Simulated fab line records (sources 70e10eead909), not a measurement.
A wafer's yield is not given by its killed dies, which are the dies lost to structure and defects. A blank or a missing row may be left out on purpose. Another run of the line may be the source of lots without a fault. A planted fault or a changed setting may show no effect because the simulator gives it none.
What tool caused it?	flow nand-harc	route of 1302 steps, sampled at 1 step: 6 lots, 18 wafers

## WHAT EACH GAUGE READ, for each wafer
NHARC_A_CHANNEL_HOLE_D1_INSPECT_40.
lot	measured	on	raw-defect-count
L728	day 9 00:43	defect-inspect-01	28 50 19
L733	day 11 05:22	defect-inspect-01	75 108 108
L735	day 12 06:47	defect-inspect-02	58 86 48
L737	day 13 04:13	defect-inspect-02	46 38 43
L744	day 15 19:59	defect-inspect-02	106 129 149
L748	day 17 16:59	defect-inspect-01	48 48 32

## EACH LOT AND THE TOOL THAT RAN IT (in order: tool; ch and the chambers of the sampled wafers; start)
No process step before these readings appears in the record.

## THE ANSWER, worked out from the rows above alone
Rule: what is usual is taken from the lots themselves. The widest of any qualifying gaps counts: lots, ordered by their means at a reading, are off when they make up no more than a third of the lots, leave a main group of 4 or more, and stand apart from it by 3 or more times the standard deviation of that group's means. The tables above print the reading to a certain number of digits; a main group whose means all agree to those digits is not used. A lot without any number at a reading at which 4 lots or more have one is off too. Where the step has rows for the other lots, those lots are counted as sound.
Across all readings shown, no lot is off: no conclusion can be drawn from this.

## WHAT THE SIMULATOR HAD INSERTED
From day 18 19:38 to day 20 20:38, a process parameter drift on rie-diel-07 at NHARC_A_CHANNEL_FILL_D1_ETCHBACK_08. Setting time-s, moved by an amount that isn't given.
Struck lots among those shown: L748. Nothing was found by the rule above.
